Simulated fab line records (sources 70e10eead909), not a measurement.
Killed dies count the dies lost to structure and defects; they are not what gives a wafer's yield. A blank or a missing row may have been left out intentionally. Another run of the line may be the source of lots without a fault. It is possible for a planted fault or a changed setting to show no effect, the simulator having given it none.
Matching of chambers | flow nand_harc | NHARC_A_STAIRCASE_TRIM_187 on rie_diel-03 has 4 sister chambers
The step chemistry O2, time 211.2 s. 4 wafers are shown with their chamber, then 8 later ones without.

WAFERS, EACH WITH ITS CHAMBER
wafer  | chamber | showerhead_plenum_p_Torr (Torr)
L080.4 | 0       | 3.59
L089.6 | 3       | 3.31
L090.6 | 1       | 3.67
L092.1 | 2       | 3.75

WAFERS MISSING THEIR CHAMBER
wafer  | showerhead_plenum_p_Torr (Torr)
L092.3 | 3.31
L092.4 | 3.67
L095.2 | 3.31
L095.5 | 3.74
L095.6 | 3.67
L094.3 | 3.67
L094.4 | 3.67
L094.5 | 3.74

WHICH CHAMBER EACH WENT THROUGH
wafer  | from the rows above | in truth
L092.3 | 3                   | 3
L092.4 | 1                   | 1
L095.2 | 3                   | 3
L095.5 | 2                   | 2
L095.6 | 1                   | 1
L094.3 | 1                   | 1
L094.4 | 1                   | 1
L094.5 | 2                   | 2
Correct placement for 8 of the 8. Number that these rows cannot place: 0. 0 placed wrongly.
How it was worked out, from the rows above alone: a wafer's distance from a chamber is the root of the sum, over the readings, of the square of ((its reading less the chamber's mean) divided by the reading's scatter). If the next closest chamber is less than 2 further off than the closest, the wafer can't be placed; otherwise it belongs to the closest. Each chamber's mean is taken over the wafers shown for it. The scatter (one wafer shown for each chamber): square how far every hidden wafer sits from the nearest shown wafer, average those squares and take the square root.
